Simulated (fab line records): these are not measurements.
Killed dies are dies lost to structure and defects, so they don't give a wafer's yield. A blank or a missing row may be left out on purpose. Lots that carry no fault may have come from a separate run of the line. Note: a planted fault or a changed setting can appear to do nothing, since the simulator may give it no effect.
Which tool was responsible? / flow nand_harc / Sampling: 6 lots, 18 wafers, 2 of 1302 route steps

WHAT THE GAUGES READ, wafer by wafer
NHARC_P_CONTACT_OVL_MEAS_13.
lot=L828; measured=day 7 06:26; on=overlay-01; overlay_x_nm (nm)=0.2 0.6 0.2
lot=L830; measured=day 8 07:13; on=overlay-01; overlay_x_nm (nm)=-1.1 -0.7 -1.5
lot=L838; measured=day 11 06:58; on=overlay-01; overlay_x_nm (nm)=1.6 1.0 0.7
lot=L840; measured=day 12 03:41; on=overlay-02; overlay_x_nm (nm)=1.4 1.7 1.3
lot=L843; measured=day 13 18:07; on=overlay-02; overlay_x_nm (nm)=0.1 0.5 -0.5
lot=L846; measured=day 14 12:07; on=overlay-02; overlay_x_nm (nm)=0.6 0.8 0.0

WHICH TOOL RAN EACH LOT (tool, then ch and the chambers of the sampled wafers, then the start)
lot=L828; NHARC_P_CONTACT_CMP_01=cmp-01 ch 0,2,3, day 7 05:34
lot=L830; NHARC_P_CONTACT_CMP_01=cmp-02 ch 0,2,3, day 8 06:28
lot=L838; NHARC_P_CONTACT_CMP_01=cmp-04 ch 1,3, day 11 06:05
lot=L840; NHARC_P_CONTACT_CMP_01=cmp-01 ch 0,1,3, day 12 02:55
lot=L843; NHARC_P_CONTACT_CMP_01=cmp-04 ch 1,2,3, day 13 17:13
lot=L846; NHARC_P_CONTACT_CMP_01=cmp-04 ch 2,3, day 14 11:11
- NHARC_P_CONTACT_CMP_01: polishes SiO2, target thk 200 nm.

THE ANSWER, worked out from the rows above alone
Rule: what is usual is taken from the lots themselves. The widest of any qualifying gaps counts: lots, ordered by their means at a reading, are off when they make up no more than a third of the lots, leave a main group of 4 or more, and stand apart from it by 3 or more times the standard deviation of that group's means. A main group is skipped when, at the precision printed for the reading in the tables above, its means are all equal. Also off: a lot with no number at a reading for which 4 or more lots have one. The other lots that the step has rows for count as sound.
Across all readings shown, no lot is off: no conclusion can be drawn from this.

WHAT THE SIMULATOR HAD PUT IN
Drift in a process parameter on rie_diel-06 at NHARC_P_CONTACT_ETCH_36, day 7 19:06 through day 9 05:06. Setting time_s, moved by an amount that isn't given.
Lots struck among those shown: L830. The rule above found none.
